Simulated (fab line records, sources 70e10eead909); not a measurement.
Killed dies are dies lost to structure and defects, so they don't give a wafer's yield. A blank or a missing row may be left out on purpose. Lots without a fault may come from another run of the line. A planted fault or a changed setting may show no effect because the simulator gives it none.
Chamber matching | flow nand_harc | NHARC_A_M1_CMP_23 on cmp-03: 4 sister chambers
The step polishes, t overpolish 20 s, target thk 154.34 nm. 4 wafers are shown with their chamber, then 8 later ones without.

WAFERS WITH THEIR CHAMBER
wafer  | chamber | motor_current_A (A)
L078.1 | 2       | 10.0
L078.3 | 1       | 11.9
L079.5 | 0       | 12.1
L087.1 | 3       | 11.7

WAFERS WITHOUT THEIR CHAMBER
wafer  | motor_current_A (A)
L087.2 | 9.5
L087.5 | 11.6
L096.2 | 11.9
L096.5 | 12.3
L096.6 | 11.4
L097.2 | 10.8
L097.3 | 11.6
L097.6 | 11.1

WHICH CHAMBER EACH WENT THROUGH
wafer  | from the rows above               | in truth
L087.2 | 2                                 | 2
L087.5 | can't be placed: 3 or 1 or 0      | 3
L096.2 | can't be placed: 1 or 0 or 3      | 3
L096.5 | can't be placed: 0 or 1 or 3      | 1
L096.6 | can't be placed: 3 or 1 or 0      | 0
L097.2 | can't be placed: 2 or 3 or 1 or 0 | 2
L097.3 | can't be placed: 3 or 1 or 0      | 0
L097.6 | can't be placed: 3 or 1 or 0 or 2 | 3
Placed correctly: 1 of 8. Can't be placed from these rows: 7 (the true chamber is among the candidates in 7). Placed wrongly: 0.
How it was worked out, from the rows above alone: a wafer's distance from a chamber is the root of the sum, over the readings, of the square of ((its reading less the chamber's mean) divided by the reading's scatter). The wafer belongs to the nearest chamber; if the next one is less than 2 further off, it can't be placed. A chamber's mean is the mean of its shown wafers. The scatter: with one shown wafer a chamber, the root of the mean of the squares of how far each hidden wafer lies from its nearest shown one.
